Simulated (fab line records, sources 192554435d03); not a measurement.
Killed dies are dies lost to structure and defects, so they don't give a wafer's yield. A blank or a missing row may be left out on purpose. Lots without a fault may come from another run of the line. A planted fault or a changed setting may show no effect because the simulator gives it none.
fab line records | flow n5_finfet
record lots=7 wafers=39
route steps=1938 shown PMOS_HMC_CHANNEL_EPI@74 FIN_SAQP@125 FIN_CUT@173 SD_EPI_P@312
start_h: hours from the record's first day to the start of the lot's first wafer shown | wait_h: hours since the lot's step before | " the same as in the row above | L1.1+2: a row that stands for several wafers | - no value, or no start given | * or withheld: withheld | < > ~ a bound
route shown NAME@n: a module of which the file shows steps, and the number in the route of the first | usual: mean/standard deviation of fault-free wafers | same: alike in all rows | chamber/n: place in a boat | sites: the reading at each site | _std_site: their standard deviation | _edge_site: outer sites' mean less inner sites' | radius_mm: how far each site lies from the wafer's centre | mask NAME#n: copy n | behind: the tool/chamber that last shaped the wafer | hold: why the lot was held/for how many hours/how that ended | device: the transistor (n, p or np) that didn't switch | end of line: the same wafers' tests at the end of the route | a step without rows: its recipe alone | killed: dies lost to structure and defects at the first sort, not the wafer's yield | map: a wafer's dies, x killed, . not, _ none there
set.NAME: the setting as run; set.NAME@STEP: as run at that earlier step | model.NAME: the simulator's own value behind a step, which no gauge read
lots whose settings were changed on purpose; a table a step, a row a wafer
## steps
# step N5_PMOS_HMC_CHANNEL_EPI_FIN_RECESS_16
# recipe chemistry=HBr/Cl2 target=Si mask_material=SiO2 target_depth_a=540 time_s=18 pressure_mtorr=10 icp_w=800 bias_w=75 HBr_flow_sccm=150 Cl2_flow_sccm=80
# columns lot.wafer tool chamber start_h wait_h set.time_s model.etch.depth_nm model.PMOS_HMC_CHANNEL_EPI.feature_depth_nm
L075.1 rie_si-02 0 23.96 0.0 18 53.59 53.59
L075.2 " 1 " " 18 54.46 54.46
L075.3 " 2 " " 18 52.87 52.87
L075.4 " 3 " " 18 54.09 54.09
L075.5 " 3 " " 18 53.84 53.84
L075.6 " 0 " " 18 53.52 53.52
L078.1 rie_si-02 0 41.74 0.0 18 53.24 53.24
L078.2 " 3 " " 18 54.12 54.12
L078.3 " 1 " " 16.72 50.85 50.85
L078.4 " 2 " " 16.72 49.33 49.33
L078.5 " 2 " " 16.72 49.48 49.48
L078.6 " 3 " " 18 54.57 54.57
L082.1 rie_si-03 2 66.14 0.0 18 53.28 53.28
L082.2 " 1 " " 18 52.75 52.75
L082.3 " 0 " " 18 52.63 52.63
L082.4 " 1 " " 18 52.79 52.79
L082.5 " 2 " " 18 52.87 52.87
L082.6 " 0 " " 18 53.06 53.06
L088.1 rie_si-01 0 101.68 0.0 18 53.26 53.26
L088.2 " 3 " " 17.43 52.09 52.09
L088.3 " 1 " " 18 52.89 52.89
L088.4 " 2 " " 17.43 52.36 52.36
L088.5 " 1 " " 17.43 51.06 51.06
L088.6 " 0 " " 18 53.41 53.41
L090.1 rie_si-02 1 114.15 0.0 17.49 52.1 52.1
L090.2 " 0 " " 18 52.9 52.9
L090.3 " 2 " " 18 52.65 52.65
L090.4 " 3 " " 17.49 52.63 52.63
L090.5 " 1 " " 18 53.45 53.45
L090.6 " 0 " " 17.49 51.53 51.53
L092.1 rie_si-02 0 125.80 0.0 18.67 54.29 54.29
L092.2 " 2 " " 18 52.48 52.48
L092.3 " 3 " " 18.67 55.68 55.68
L092.4 " 1 " " 18 53.24 53.24
L092.5 " 1 " " 18.67 55.14 55.14
L092.6 " 0 " " 18 52.51 52.51
L094.2 rie_si-02 0 137.48 0.0 18 53.07 53.07
L094.3 " 2 " " 18 52.88 52.88
L094.6 " 2 " " 18 52.67 52.67
# step N5_PMOS_HMC_CHANNEL_EPI_PRECLEAN_36
# recipe chemistry=O3/DIW time_s=45 temp_c=22 o3_ppm=10
# step N5_PMOS_HMC_CHANNEL_EPI_PRECLEAN_18
# recipe chemistry=DHF time_s=30 temp_c=25 dilution=withheld
# step N5_PMOS_HMC_CHANNEL_EPI_SRD_39
# recipe dry=ipa_marangoni time_s=30 temp_c=23 rinse_liquid=diw
# step N5_PMOS_HMC_CHANNEL_EPI_CMP_21
# recipe material=SiGe30 post_cmp_clean=alkaline_brush target_thk_nm=54
# step N5_PMOS_HMC_CHANNEL_EPI_THK_MEAS_22
# recipe reads=SiGe30_of_PMOS_HMC_CHANNEL_EPI_EPI_20
# usual HMC_CMP_THK=53.3/0.67
# columns lot.wafer tool chamber start_h wait_h set.time_s@PMOS_HMC_CHANNEL_EPI_FIN_RECESS_16 HMC_CMP_THK[nm]
L075.1 film_metro-01 - 25.76 - 18 53.7
L075.2 " - " " 18 54.5
L075.3 " - " " 18 53.0
L075.4 " - " " 18 54.4
L075.5 " - " " 18 54.1
L075.6 " - " " 18 53.7
L078.1 film_metro-01 - 43.95 - 18 53.5
L078.2 " - " " 18 54.1
L078.3 " - " " 16.72 51.0
L078.4 " - " " 16.72 49.6
L078.5 " - " " 16.72 49.5
L078.6 " - " " 18 54.8
L082.1 film_metro-02 - 68.34 - 18 53.3
L082.2 " - " " 18 52.7
L082.3 " - " " 18 52.7
L082.4 " - " " 18 53.0
L082.5 " - " " 18 53.0
L082.6 " - " " 18 53.1
L088.1 film_metro-01 - 103.48 - 18 53.2
L088.2 " - " " 17.43 52.2
L088.3 " - " " 18 52.8
L088.4 " - " " 17.43 52.3
L088.5 " - " " 17.43 50.9
L088.6 " - " " 18 53.5
L090.1 film_metro-02 - 115.96 - 17.49 52.1
L090.2 " - " " 18 52.9
L090.3 " - " " 18 52.6
L090.4 " - " " 17.49 52.7
L090.5 " - " " 18 53.4
L090.6 " - " " 17.49 51.5
L092.1 film_metro-02 - 127.62 0.3 18.67 54.2
L092.2 " - " " 18 52.4
L092.3 " - " " 18.67 55.6
L092.4 " - " " 18 53.1
L092.5 " - " " 18.67 55.1
L092.6 " - " " 18 52.6
L094.2 film_metro-01 - 139.61 - 18 53.0
L094.3 " - " " 18 52.9
L094.6 " - " " 18 52.5
# step N5_FIN_SAQP_SPACER1_ALD_24
# recipe material=SiO2 target_thk_a=203 temp_c=300 ald_precursor_family=BDEAS ald_co_reactant=O2-plasma pulse_time_s=1 purge_time_s=2 co_reactant_purge_time_s=2 ald_cycles=218 pressure_torr=2
# columns lot.wafer tool chamber start_h wait_h set.ald_cycles model.SiO2_of_FIN_SAQP_SPACER1_ALD_24.thk_nm
L075.1+3+4 ald_sin-02 3,2,1 28.92 0.3 243 22.6
L075.2+6 " 0 " " 218 20.2
L075.5 " 1 " " 218 20.4
L078.1+3+5 ald_sin-01 0,3,2 47.05 0.3 218 20.2
L078.2+4 " 2,1 " " 255 23.6
L078.6 " 3 " " 255 23.8
L082.1+6 ald_sin-02 3 71.39 0.3 218 20.4
L082.2 " 0 " " 218 20
L082.3+4+5 " 2,1,0 " " 218 20.2
L088.1+3+5 ald_sin-01 3,1,1 106.47 0.3 218 20.4
L088.2+4+6 " 0,2,2 " " 230 21.4
L090.1+3+5 ald_sin-02 0,1,1 119.92 0.3 218 20.4
L090.2+4+6 " 2,3,0 " " 218 20.2
L092.1+4 ald_sin-04 3,0 130.62 0.3 229 21.4
L092.2 " 1 " " 218 20.6
L092.3+6 " 2 " " 218 20.4
L092.5 " 1 " " 229 21.6
L094.2+6 ald_sin-04 0,2 142.53 0.3 218 20.4
L094.3 " 3 " " 218 20.6
# step N5_FIN_SAQP_SPACER1_ETCHBACK_25
# recipe chemistry=CHF3/O2 mode=anisotropic_etchback target=SiO2 target_depth_a=244 time_s=12.2 pressure_mtorr=30 source_w=650 bias_w=170 Ar_flow_sccm=200 CHF3_flow_sccm=50 O2_flow_sccm=5 ion_energy_ev=200
# step N5_FIN_SAQP_MANDREL1_REMOVE_56
# recipe chemistry=HBr/Cl2/O2 bt_time_s=10 target=a-Si stop_on=SiNx endpoint=OES-SiCl over_etch_frac=1 icp_w=600 bias_w=22 HBr_flow_sccm=150 Cl2_flow_sccm=80 O2_flow_sccm=5 pressure_mtorr=10
# columns lot.wafer tool chamber start_h wait_h set.ald_cycles@FIN_SAQP_SPACER1_ALD_24 model.FIN_SAQP.cd_nm
L075.1+4 rie_si-06 1,3 29.72 0.1 243 22.6
L075.2+5+6 " 0,1,0 " " 218 20.2
L075.3 " 2 " " 243 22.4
L078.1+3+5 rie_si-05 1,2,2 47.86 0.1 218 20.2
L078.2+6 " 0,3 " " 255 23.8
L078.4 " 3 " " 255 23.6
L082.1+6 rie_si-05 3,2 72.19 0.1 218 20.4
L082.2+3+4+5 " 2,1,0,1 " " 218 20.2
L088.1 rie_si-06 3 107.33 0.1 218 20.4
L088.2+4+6 " 1,0,3 " " 230 21.4
L088.3 " 2 " " 218 20.2
L088.5 " 0 " " 218 20.6
L090.1+6 rie_si-04 3,1 120.75 0.1 218 20.2
L090.2 " 1 " " 218 20
L090.3+4+5 " 0,2,2 " " 218 20.4
L092.1 rie_si-04 3 131.43 0.1 229 21.2
L092.2+3 " 1,2 " " 218 20.4
L092.4 " 0 " " 229 21.4
L092.5 " 0 " " 229 21.6
L092.6 " 1 " " 218 20.2
L094.2+6 rie_si-05 2 143.33 0.1 218 20.2
L094.3 " 3 " " 218 20.4
# step N5_FIN_SAQP_CD_MEAS_27
# recipe target_cd_nm=20 landing_energy_ev=1000 detector=se_inlens polarity=line
# usual cd_nm=20.30/0.25
# columns lot.wafer tool chamber start_h wait_h set.ald_cycles@FIN_SAQP_SPACER1_ALD_24 cd_nm
L075.1 cd_sem-02 0 29.83 0.1 243 22.69
L075.2 " 0 " " 218 20.35
L075.3 " 0 " " 243 22.22
L075.4 " 0 " " 243 22.42
L075.5 " 0 " " 218 20.22
L075.6 " 0 " " 218 20.20
L078.1 cd_sem-02 0 47.97 0.1 218 20.54
L078.2 " 0 " " 255 23.87
L078.3 " 0 " " 218 19.91
L078.4 " 0 " " 255 23.88
L078.5 " 0 " " 218 19.88
L078.6 " 0 " " 255 24.14
L082.1 cd_sem-03 0 72.30 0.1 218 20.56
L082.2 " 0 " " 218 20.09
L082.3 " 0 " " 218 20.21
L082.4 " 0 " " 218 20.33
L082.5 " 0 " " 218 19.79
L082.6 " 0 " " 218 19.88
L088.1 cd_sem-02 0 107.44 0.1 218 20.55
L088.2 " 0 " " 230 21.56
L088.3 " 0 " " 218 19.95
L088.4 " 0 " " 230 21.20
L088.5 " 0 " " 218 20.65
L088.6 " 0 " " 230 21.25
L090.1 cd_sem-03 0 120.86 0.1 218 20.00
L090.2 " 0 " " 218 20.56
L090.3 " 0 " " 218 20.15
L090.4 " 0 " " 218 20.26
L090.5 " 0 " " 218 20.15
L090.6 " 0 " " 218 20.21
L092.1 cd_sem-03 0 131.54 0.1 229 21.35
L092.2 " 0 " " 218 20.39
L092.3 " 0 " " 218 20.57
L092.4 " 0 " " 229 20.90
L092.5 " 0 " " 229 21.24
L092.6 " 0 " " 218 20.16
L094.2 cd_sem-03 0 143.44 0.1 218 20.32
L094.3 " 0 " " 218 20.51
L094.6 " 0 " " 218 20.15
# step N5_FIN_CUT_CUT_ETCH_26
# recipe chemistry=CH3F/O2 target=SiNx target_depth_a=390 mask_material=SOC time_s=55.7 pressure_mtorr=30 source_w=395 bias_w=73 Ar_flow_sccm=150 CH3F_flow_sccm=30 O2_flow_sccm=20 ion_energy_ev=120
# columns lot.wafer tool chamber start_h wait_h set.time_s model.etch.depth_nm model.SOC_of_FIN_CUT_COAT_18.thk_nm
L075.1 rie_diel-04 2 33.01 0.0 55.7 37.87 212
L075.2 " 0 " " 55.7 39 211.6
L075.3 " 3 " " 68.36 46.91 208.4
L075.4 " 1 " " 55.7 39.42 211.4
L075.5 " 1 " " 68.36 48.52 206.8
L075.6 " 2 " " 68.36 46.69 207.6
L078.1 rie_diel-01 2 51.10 0.0 55.7 38.84 211.6
L078.2 " 1 " " 59.99 41.99 209.4
L078.3 " 3 " " 59.99 42.07 209.4
L078.4 " 0 " " 59.99 42.24 209.6
L078.5 " 2 " " 55.7 39.05 210.6
L078.6 " 1 " " 55.7 38.99 211.2
L082.1 rie_diel-05 0 75.42 0.0 42.72 29.1 216.2
L082.2 " 2 " " 42.72 30.13 215
L082.3 " 3 " " 55.7 39.03 210.6
L082.4 " 1 " " 55.7 39.75 211.8
L082.5 " 3 " " 55.7 39.04 211
L082.6 " 0 " " 42.72 28.91 215.4
L088.1 rie_diel-04 2 110.84 0.0 55.7 38.35 211.8
L088.2 " 1 " " 63.82 45.61 208.6
L088.3 " 0 " " 55.7 40.03 211.2
L088.4 " 3 " " 55.7 38.8 211.2
L088.5 " 3 " " 63.82 44.39 207.8
L088.6 " 0 " " 63.82 45.59 208.4
L090.1 rie_diel-04 1 124.25 0.0 44.73 31.86 216
L090.2 " 0 " " 55.7 39.42 212.4
L090.3 " 3 " " 55.7 38.63 213
L090.4 " 3 " " 44.73 30.53 216.2
L090.5 " 0 " " 44.73 31.84 215.6
L090.6 " 1 " " 55.7 39.47 212.2
L092.1 rie_diel-04 0 134.64 0.0 43.97 31.59 214.4
L092.2 " 1 " " 43.97 31.18 214.2
L092.3 " 3 " " 43.97 30.39 215.2
L092.4 " 3 " " 55.7 38.47 210.4
L092.5 " 1 " " 55.7 39.95 211.2
L092.6 " 0 " " 55.7 39.85 210.6
L094.2 rie_diel-04 1 146.72 0.0 55.7 39.63 211.4
L094.3 " 0 " " 55.7 39.66 211.8
L094.6 " 3 " " 55.7 38.68 212.6
# step N5_FIN_CUT_CUT_ETCH_27
# recipe chemistry=CHF3/O2 target=SiO2 target_depth_a=40 mask_material=SOC overetch_a=20 time_s=4.9 pressure_mtorr=30 source_w=650 bias_w=170 Ar_flow_sccm=200 CHF3_flow_sccm=50 O2_flow_sccm=5 ion_energy_ev=200
# step N5_FIN_CUT_PRECLEAN_35
# recipe time_s=13.3 temp_c=45 pressure_torr=125 p_hf_torr=3 p_coreactant_torr=25 chemistry=vHF
# step N5_FIN_CUT_CUT_ETCH_15
# recipe chemistry=HBr/Cl2/O2 target=Si target_depth_a=1000 bt_time_s=10 mask_material=SOC time_s=42.4 ion_energy_ev=* bias_w=* pressure_mtorr=10 icp_w=800 HBr_flow_sccm=150 Cl2_flow_sccm=80 O2_flow_sccm=12
# step N5_FIN_CUT_CUT_ETCH_28
# recipe chemistry=HBr/Cl2/O2 target=Si target_depth_a=60 mask_material=SOC time_s=2.4 ion_energy_ev=* bias_w=* pressure_mtorr=10 icp_w=800 HBr_flow_sccm=150 Cl2_flow_sccm=80 O2_flow_sccm=12
# columns lot.wafer tool chamber start_h wait_h set.time_s@FIN_CUT_CUT_ETCH_26 model.SOC_of_FIN_CUT_COAT_18.thk_nm
L075.1 rie_si-02 2 33.26 0.0 55.7 170
L075.2 " 3 " " 55.7 168.8
L075.3 " 1 " " 68.36 165
L075.4 " 0 " " 55.7 169
L075.5 " 0 " " 68.36 164.4
L075.6 " 1 " " 68.36 164.6
L078.1 rie_si-01 0 51.35 0.0 55.7 169.2
L078.2 " 1 " " 59.99 167.4
L078.3 " 2 " " 59.99 166.4
L078.4 " 2 " " 59.99 167
L078.5 " 1 " " 55.7 168.4
L078.6 " 0 " " 55.7 169
L082.1 rie_si-01 1 75.66 0.0 42.72 174
L082.2+6 " 3 " " 42.72 173.2
L082.3 " 0 " " 55.7 168.2
L082.4 " 2 " " 55.7 169
L082.5 " 2 " " 55.7 168.6
L088.1 rie_si-01 3 111.08 0.0 55.7 169.4
L088.2 " 1 " " 63.82 166.2
L088.3 " 0 " " 55.7 168.4
L088.4 " 2 " " 55.7 168.2
L088.5 " 0 " " 63.82 165.4
L088.6 " 3 " " 63.82 165.6
L090.1+4 rie_si-01 3,2 124.49 0.0 44.73 173.8
L090.2 " 0 " " 55.7 170
L090.3 " 1 " " 55.7 170.4
L090.5 " 3 " " 44.73 173.2
L090.6 " 2 " " 55.7 169.4
L092.1 rie_si-01 3 134.90 0.0 43.97 171.8
L092.2 " 2 " " 43.97 171.4
L092.3 " 1 " " 43.97 172.4
L092.4 " 0 " " 55.7 168.2
L092.5 " 0 " " 55.7 168.6
L092.6 " 1 " " 55.7 168
L094.2 rie_si-03 3 146.97 0.0 55.7 169.4
L094.3 " 1 " " 55.7 169.6
L094.6 " 3 " " 55.7 170.8
# step N5_SD_EPI_P_ETCH_16
# recipe chemistry=CHF3/O2 target=SiO2 target_depth_a=50 mask_material=SOC pressure_mtorr=30 source_w=650 bias_w=170 Ar_flow_sccm=200 CHF3_flow_sccm=50 O2_flow_sccm=5 ion_energy_ev=200
# columns lot.wafer tool chamber start_h wait_h set.target_depth_a model.etch.depth_nm
L075.1 rie_diel-04 0 58.46 0.1 50 5.108
L075.2 " 2 " " 54.84 5.343
L075.3 " 3 " " 54.84 5.451
L075.4 " 3 " " 54.84 5.404
L075.5 " 2 " " 50 4.882
L075.6 " 0 " " 50 5.031
L078.1 rie_diel-04 2 77.96 0.1 50 4.92
L078.2 " 3 " " 50 4.969
L078.3 " 1 " " 50 5.079
L078.4 " 0 " " 50 5.083
L078.5 " 0 " " 50 5.078
L078.6 " 3 " " 50 4.915
L082.1 rie_diel-04 3 100.96 0.1 50 4.946
L082.2 " 2 " " 50 4.941
L082.3 " 1 " " 50 5.114
L082.4 " 0 " " 50 5.165
L082.5 " 2 " " 50 4.881
L082.6 " 3 " " 50 5.007
L088.1 rie_diel-05 2 137.40 0.1 50 5.06
L088.2 " 1 " " 53.32 5.306
L088.3 " 3 " " 50 4.966
L088.4 " 2 " " 53.32 5.358
L088.5 " 1 " " 53.32 5.349
L088.6 " 3 " " 50 5.051
L090.1 rie_diel-05 2 149.32 0.1 50 5.055
L090.2 " 1 " " 52.27 5.243
L090.3 " 3 " " 52.27 5.217
L090.4 " 1 " " 52.27 5.206
L090.5 " 2 " " 50 5.038
L090.6 " 3 " " 50 4.985
L092.1 rie_diel-04 3 160.97 0.1 50 4.965
L092.2 " 2 " " 50 5.063
L092.3 " 0 " " 55.66 5.646
L092.4 " 1 " " 50 5.101
L092.5 " 0 " " 55.66 5.639
L092.6 " 1 " " 55.66 5.651
L094.2 rie_diel-05 3 172.16 0.1 50 4.983
L094.3 " 0 " " 50 4.897
L094.6 " 0 " " 50 4.895
## key
split step=N5_PMOS_HMC_CHANNEL_EPI_FIN_RECESS_16 setting=time_s stated=18 by=wafer
response step=N5_PMOS_HMC_CHANNEL_EPI_FIN_RECESS_16 reading=model.etch.depth_nm change=+0.54 per=1% r=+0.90
response step=N5_PMOS_HMC_CHANNEL_EPI_FIN_RECESS_16 reading=model.PMOS_HMC_CHANNEL_EPI.feature_depth_nm change=+0.54 per=1% r=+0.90
response step=N5_PMOS_HMC_CHANNEL_EPI_THK_MEAS_22 reading=HMC_CMP_THK change=+0.539 per=1% r=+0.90
split step=N5_FIN_SAQP_SPACER1_ALD_24 setting=ald_cycles stated=218 by=wafer
response step=N5_FIN_SAQP_SPACER1_ALD_24 reading=model.SiO2_of_FIN_SAQP_SPACER1_ALD_24.thk_nm change=+0.202 per=1% r=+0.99
response step=N5_FIN_SAQP_MANDREL1_REMOVE_56 reading=model.FIN_SAQP.cd_nm change=+0.205 per=1% r=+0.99
response step=N5_FIN_SAQP_CD_MEAS_27 reading=cd_nm change=+0.21 per=1% r=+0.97
split step=N5_FIN_CUT_CUT_ETCH_26 setting=time_s stated=55.7 by=wafer
response step=N5_FIN_CUT_CUT_ETCH_26 reading=model.etch.depth_nm change=+0.402 per=1% r=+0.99
response step=N5_FIN_CUT_CUT_ETCH_26 reading=model.SOC_of_FIN_CUT_COAT_18.thk_nm change=-0.186 per=1% r=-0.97
response step=N5_FIN_CUT_CUT_ETCH_28 reading=model.SOC_of_FIN_CUT_COAT_18.thk_nm change=-0.196 per=1% r=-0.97
split step=N5_SD_EPI_P_ETCH_16 setting=target_depth_a stated=50 by=wafer
response step=N5_SD_EPI_P_ETCH_16 reading=model.etch.depth_nm change=+0.0474 per=1% r=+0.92
